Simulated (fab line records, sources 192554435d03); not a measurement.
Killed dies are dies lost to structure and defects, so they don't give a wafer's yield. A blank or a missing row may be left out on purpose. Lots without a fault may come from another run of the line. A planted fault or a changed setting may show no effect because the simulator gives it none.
Which tool did it? | flow n5_finfet | 24 lots, 72 wafers sampled, at 5 steps of a route of 1938

WHAT THE GAUGES READ, wafer by wafer
N5_BEOL_M10_CD_MEAS_35: target cd 70 nm. Usual: cd_nm 70.2 nm, standard deviation 0.86.
lot  | measured     | on        | cd_nm (nm)     | flag
L074 | day 9 22:17  | cd_sem-01 | 71.2 70.9 69.5 |
L075 | day 9 22:32  | cd_sem-02 | 69.5 69.6 68.7 |
L076 | day 10 16:42 | cd_sem-03 | 69.9 69.5 70.1 |
L077 | day 10 17:49 | cd_sem-01 | 70.2 69.5 69.9 |
L078 | day 11 01:31 | cd_sem-01 | 69.7 68.9 70.0 |
L081 | day 11 18:11 | cd_sem-02 | 69.5 69.7 69.9 |
L079 | day 11 19:28 | cd_sem-02 | 70.3 71.4 71.1 |
L080 | day 11 21:32 | cd_sem-01 | 71.0 70.9 70.5 |
L082 | day 12 04:29 | cd_sem-02 | 70.2 70.1 69.3 |
L083 | day 12 17:32 | cd_sem-03 | 71.8 71.5 71.9 |
L084 | day 13 01:59 | cd_sem-03 | 70.5 71.8 70.4 |
L085 | day 13 04:31 | cd_sem-03 | 70.7 70.2 70.8 |
L086 | day 13 11:02 | cd_sem-03 | 70.4 70.3 71.2 |
L088 | day 13 17:22 | cd_sem-02 | 69.6 70.0 71.1 |
L087 | day 13 23:38 | cd_sem-02 | 68.9 69.9 70.6 |
L089 | day 14 03:40 | cd_sem-03 | 71.0 70.2 70.4 |
L091 | day 14 09:49 | cd_sem-02 | 71.3 71.2 70.6 |
L090 | day 14 12:56 | cd_sem-03 | 69.3 68.6 69.1 |
L093 | day 15 03:16 | cd_sem-02 | 69.0 69.8 69.8 |
L092 | day 15 03:26 | cd_sem-03 | 69.2 69.6 68.7 |
L095 | day 15 11:01 | cd_sem-03 | 71.1 70.7 70.6 |
L097 | day 15 11:31 | cd_sem-02 | 69.1 68.9 70.5 |
L094 | day 15 13:37 | cd_sem-01 | 70.3 70.6 70.7 |
L096 | day 15 14:02 | cd_sem-02 | 71.2 71.3 70.5 |

N5_BEOL_M11_THK_MEAS_01. Usual: M11_ILD_THK 268 nm, standard deviation 3.7.
lot  | measured     | on            | M11_ILD_THK (nm) | flag
L074 | day 10 01:25 | film_metro-02 | 264 266 270      |
L075 | day 10 01:29 | film_metro-02 | 263 266 266      |
L076 | day 10 20:24 | film_metro-02 | 264 270 270      |
L077 | day 10 21:34 | film_metro-02 | 272 273 269      |
L078 | day 11 04:41 | film_metro-02 | 260 270 266      |
L081 | day 11 21:22 | film_metro-01 | 268 266 269      |
L079 | day 12 00:27 | film_metro-02 | 265 267 269      |
L080 | day 12 01:06 | film_metro-01 | 269 260 271      |
L082 | day 12 07:29 | film_metro-01 | 266 273 269      |
L083 | day 12 21:08 | film_metro-01 | 268 271 270      |
L084 | day 13 05:49 | film_metro-02 | 264 273 272      |
L085 | day 13 08:02 | film_metro-01 | 267 266 268      |
L086 | day 13 14:39 | film_metro-01 | 261 262 267      |
L088 | day 13 21:11 | film_metro-02 | 270 272 271      |
L087 | day 14 02:47 | film_metro-01 | 264 262 263      |
L089 | day 14 07:19 | film_metro-01 | 268 270 273      |
L091 | day 14 14:25 | film_metro-01 | 262 264 266      |
L090 | day 14 15:49 | film_metro-01 | 268 270 272      |
L093 | day 15 06:14 | film_metro-02 | 274 266 273      |
L092 | day 15 06:44 | film_metro-01 | 269 267 266      |
L095 | day 15 13:39 | film_metro-01 | 267 268 269      |
L097 | day 15 15:04 | film_metro-02 | 265 259 264      |
L094 | day 15 16:40 | film_metro-01 | 259 269 266      |
L096 | day 15 19:28 | film_metro-01 | 262 264 266      |

N5_BEOL_M11_CD_MEAS_18: pitch 140 nm, target cd 70 nm. Usual: cd_nm 70.0 nm, standard deviation 0.57.
lot  | measured     | on        | cd_nm (nm)     | flag
L074 | day 10 04:01 | cd_sem-01 | 70.1 69.8 70.2 |
L075 | day 10 04:11 | cd_sem-01 | 69.7 71.1 70.5 |
L076 | day 10 22:37 | cd_sem-02 | 70.2 70.8 70.1 |
L077 | day 10 23:16 | cd_sem-02 | 70.4 69.8 69.8 |
L078 | day 11 07:04 | cd_sem-03 | 70.1 70.5 70.0 |
L081 | day 11 23:21 | cd_sem-02 | 70.1 69.7 69.8 |
L079 | day 12 02:56 | cd_sem-03 | 70.4 69.6 70.2 |
L080 | day 12 03:01 | cd_sem-02 | 69.3 70.0 69.5 |
L082 | day 12 11:40 | cd_sem-03 | 69.4 69.7 69.3 |
L083 | day 12 23:34 | cd_sem-03 | 69.9 70.1 69.6 |
L084 | day 13 07:34 | cd_sem-03 | 69.6 69.3 69.1 |
L085 | day 13 12:08 | cd_sem-02 | 70.1 70.4 71.3 |
L086 | day 13 16:20 | cd_sem-02 | 70.1 70.9 70.6 |
L088 | day 14 01:03 | cd_sem-02 | 69.9 69.7 70.6 |
L087 | day 14 04:45 | cd_sem-02 | 70.2 69.8 69.7 |
L089 | day 14 08:22 | cd_sem-02 | 69.8 70.0 70.7 |
L091 | day 14 16:14 | cd_sem-03 | 69.4 70.0 69.6 |
L090 | day 14 17:44 | cd_sem-02 | 69.4 69.4 68.9 |
L093 | day 15 08:43 | cd_sem-01 | 70.5 70.3 69.8 |
L092 | day 15 09:03 | cd_sem-02 | 69.6 70.0 69.6 |
L095 | day 15 15:35 | cd_sem-01 | 69.9 70.6 71.3 |
L097 | day 15 16:11 | cd_sem-02 | 70.6 70.2 70.4 |
L094 | day 15 19:30 | cd_sem-02 | 69.3 69.2 70.5 |
L096 | day 15 21:16 | cd_sem-03 | 69.9 69.2 70.2 |

WHICH TOOL RAN EACH LOT (tool, then ch and the chambers of the sampled wafers, then the start)
lot  | N5_BEOL_M10_CURE_72           | N5_BEOL_M10_DEP_56
L074 | uv_cure-02 ch 2, day 9 22:23  | pecvd-04 ch 1,2, day 10 00:41
L075 | uv_cure-02 ch 2, day 9 22:44  | pecvd-03 ch 1,2, day 10 00:46
L076 | uv_cure-03 ch 1, day 10 16:51 | pecvd-03 ch 1,2, day 10 19:40
L077 | uv_cure-01 ch 0, day 10 17:51 | pecvd-01 ch 0,2, day 10 20:49
L078 | uv_cure-01 ch 1, day 11 01:33 | pecvd-03 ch 0,1,2, day 11 03:56
L081 | uv_cure-02 ch 0, day 11 18:14 | pecvd-04 ch 0,1,2, day 11 20:09
L079 | uv_cure-02 ch 0, day 11 19:31 | pecvd-04 ch 0,1,2, day 11 23:36
L080 | uv_cure-02 ch 1, day 11 21:34 | pecvd-03 ch 0,1, day 11 23:53
L082 | uv_cure-01 ch 0, day 12 04:44 | pecvd-04 ch 0,1, day 12 06:46
L083 | uv_cure-01 ch 1, day 12 17:51 | pecvd-04 ch 0,1, day 12 20:19
L084 | uv_cure-03 ch 1, day 13 02:07 | pecvd-04 ch 1,2, day 13 04:34
L085 | uv_cure-03 ch 1, day 13 04:48 | pecvd-04 ch 0,2, day 13 07:19
L086 | uv_cure-02 ch 2, day 13 11:07 | pecvd-03 ch 1,2, day 13 13:55
L088 | uv_cure-01 ch 0, day 13 17:31 | pecvd-01 ch 0,1,2, day 13 20:28
L087 | uv_cure-02 ch 2, day 13 23:44 | pecvd-01 ch 1,2, day 14 02:03
L089 | uv_cure-01 ch 0, day 14 04:01 | pecvd-01 ch 0,1,2, day 14 06:19
L091 | uv_cure-03 ch 2, day 14 09:55 | pecvd-01 ch 0,1, day 14 13:41
L090 | uv_cure-01 ch 1, day 14 13:04 | pecvd-03 ch 1,2, day 14 15:05
L093 | uv_cure-03 ch 2, day 15 03:23 | pecvd-03 ch 0,1,2, day 15 05:28
L092 | uv_cure-03 ch 1, day 15 03:41 | pecvd-04 ch 0,1,2, day 15 05:56
L095 | uv_cure-02 ch 1, day 15 11:03 | pecvd-04 ch 0,1,2, day 15 12:55
L097 | uv_cure-03 ch 0, day 15 11:34 | pecvd-01 ch 1,2, day 15 13:53
L094 | uv_cure-02 ch 2, day 15 13:42 | pecvd-04 ch 1,2, day 15 15:56
L096 | uv_cure-03 ch 1, day 15 14:23 | pecvd-04 ch 0,1,2, day 15 18:43
- N5_BEOL_M10_CURE_72: cures SiCOH lowk, time 120 s.
- N5_BEOL_M10_DEP_56: deposits SiCN from 3MS/NH3, target thk 15 nm, time 26.5 s.

WHAT THE TOOLS THEMSELVES READ (means of the sampled wafers that have a number; where no wafer has one, the mark that the record gives instead)
N5_BEOL_M10_CURE_72. Usual: lamp_power_pct 52.31 %, standard deviation 0.052; wafer_temp_C_max 371.5, standard deviation 0.46.
lot  | tool       | lamp_power_pct (%) | wafer_temp_C_max | flag
L074 | uv_cure-02 | 52.36              | 371.6            |
L075 | uv_cure-02 | 52.33              | 371.5            |
L076 | uv_cure-03 | 52.34              | 370.7            |
L077 | uv_cure-01 | 52.29              | 371.5            |
L078 | uv_cure-01 | 52.27              | 371.9            |
L081 | uv_cure-02 | 52.35              | 371.8            |
L079 | uv_cure-02 | 52.31              | 371.7            |
L080 | uv_cure-02 | 52.30              | 371.4            |
L082 | uv_cure-01 | 52.32              | 371.2            |
L083 | uv_cure-01 | 52.31              | 371.6            |
L084 | uv_cure-03 | 52.32              | 370.9            |
L085 | uv_cure-03 | 52.29              | 371.1            |
L086 | uv_cure-02 | 52.31              | 372.1            |
L088 | uv_cure-01 | 52.32              | 371.1            |
L087 | uv_cure-02 | 52.35              | 371.4            |
L089 | uv_cure-01 | 52.30              | 371.4            |
L091 | uv_cure-03 | 52.29              | 371.5            |
L090 | uv_cure-01 | 52.37              | 371.7            |
L093 | uv_cure-03 | 52.33              | 371.3            |
L092 | uv_cure-03 | 52.33              | 371.1            |
L095 | uv_cure-02 | 52.33              | 371.7            |
L097 | uv_cure-03 | 52.31              | 371.9            |
L094 | uv_cure-02 | 52.30              | 371.7            |
L096 | uv_cure-03 | 52.28              | 371.1            |

N5_BEOL_M10_DEP_56. Usual: showerhead_plenum_p_Torr 3.665 Torr, standard deviation 0.012; showerhead_vpp_V 870 V, standard deviation 51; throttle_valve_pct 9.3 %, standard deviation 0.54.
lot  | tool     | showerhead_plenum_p_Torr (Torr) | showerhead_vpp_V (V) | throttle_valve_pct (%) | flag
L074 | pecvd-04 | 3.678                           | 843                  | 9.5                    |
L075 | pecvd-03 | 3.662                           | 858                  | 9.0                    |
L076 | pecvd-03 | 3.653                           | 859                  | 9.1                    |
L077 | pecvd-01 | 3.660                           | 897                  | 9.3                    |
L078 | pecvd-03 | 3.663                           | 889                  | 8.9                    |
L081 | pecvd-04 | 3.664                           | 855                  | 9.4                    |
L079 | pecvd-04 | 3.669                           | 854                  | 9.6                    |
L080 | pecvd-03 | 3.665                           | 877                  | 9.6                    |
L082 | pecvd-04 | 3.665                           | 867                  | 9.5                    |
L083 | pecvd-04 | 3.677                           | 893                  | 10.0                   |
L084 | pecvd-04 | 3.675                           | 888                  | 9.6                    |
L085 | pecvd-04 | 3.659                           | 818                  | 9.1                    |
L086 | pecvd-03 | 3.662                           | 867                  | 8.8                    |
L088 | pecvd-01 | 3.651                           | 884                  | 9.1                    |
L087 | pecvd-01 | 3.664                           | 851                  | 9.3                    |
L089 | pecvd-01 | 3.654                           | 890                  | 9.2                    |
L091 | pecvd-01 | 3.646                           | 910                  | 8.8                    |
L090 | pecvd-03 | 3.666                           | 861                  | 9.4                    |
L093 | pecvd-03 | 3.667                           | 882                  | 9.1                    |
L092 | pecvd-04 | 3.670                           | 854                  | 9.5                    |
L095 | pecvd-04 | 3.671                           | 858                  | 9.4                    |
L097 | pecvd-01 | 3.663                           | 831                  | 9.4                    |
L094 | pecvd-04 | 3.679                           | 886                  | 9.8                    |
L096 | pecvd-04 | 3.663                           | 845                  | 9.5                    |

THE ANSWER, worked out from the rows above alone
Rule: a lot is off if the mean of its wafers that have a number lies more than 3 standard deviations from the usual mean. A lot without any number at a reading at which 4 lots or more have one is off too. The other lots that the step has rows for count as sound. The gauges are gone through in route order, then the tools' own readings, and for those a lot's mean is taken as printed above. The first step at which some lot is off is used, and at that step the reading that is off furthest; a lot without a number counts as furthest.
No lot is off at any reading shown: from this, nothing can be told.

WHAT THE SIMULATOR HAD PUT IN
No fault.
